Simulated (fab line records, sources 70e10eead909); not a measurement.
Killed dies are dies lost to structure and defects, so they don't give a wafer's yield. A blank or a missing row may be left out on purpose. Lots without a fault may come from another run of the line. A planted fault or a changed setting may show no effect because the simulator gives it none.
Chamber matching | flow nand_harc | NHARC_A_BONDPAD_CMP_19 on cmp-01: 4 sister chambers
The step polishes, t overpolish 30 s, cu recess touch 16 s, target thk 169.82 nm. 4 wafers are shown with their chamber, then 9 later ones without.

WAFERS WITH THEIR CHAMBER
wafer  | chamber | motor_current_A (A)
L335.3 | 3       | 12.4
L339.1 | 1       | 13.5
L339.2 | 0       | 13.1
L339.3 | 2       | 12.4

WAFERS WITHOUT THEIR CHAMBER
wafer  | motor_current_A (A)
L340.2 | 12.2
L340.3 | 12.0
L340.6 | 12.8
L345.1 | 12.8
L345.3 | 11.7
L345.5 | 12.2
L346.2 | 11.8
L346.3 | 13.6
L346.4 | 12.6

WHICH CHAMBER EACH WENT THROUGH
wafer  | from the rows above               | in truth
L340.2 | can't be placed: 2 or 3 or 0      | 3
L340.3 | can't be placed: 2 or 3 or 0      | 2
L340.6 | can't be placed: 0 or 2 or 3 or 1 | 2
L345.1 | can't be placed: 0 or 2 or 3 or 1 | 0
L345.3 | can't be placed: 2 or 3 or 0      | 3
L345.5 | can't be placed: 2 or 3 or 0      | 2
L346.2 | can't be placed: 2 or 3 or 0      | 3
L346.3 | can't be placed: 1 or 0           | 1
L346.4 | can't be placed: 2 or 3 or 0 or 1 | 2
Placed correctly: 0 of 9. Can't be placed from these rows: 9 (the true chamber is among the candidates in 9). Placed wrongly: 0.
How it was worked out, from the rows above alone: a wafer's distance from a chamber is the root of the sum, over the readings, of the square of ((its reading less the chamber's mean) divided by the reading's scatter). The wafer belongs to the nearest chamber; if the next one is less than 2 further off, it can't be placed. A chamber's mean is the mean of its shown wafers. The scatter: with one shown wafer a chamber, the root of the mean of the squares of how far each hidden wafer lies from its nearest shown one.
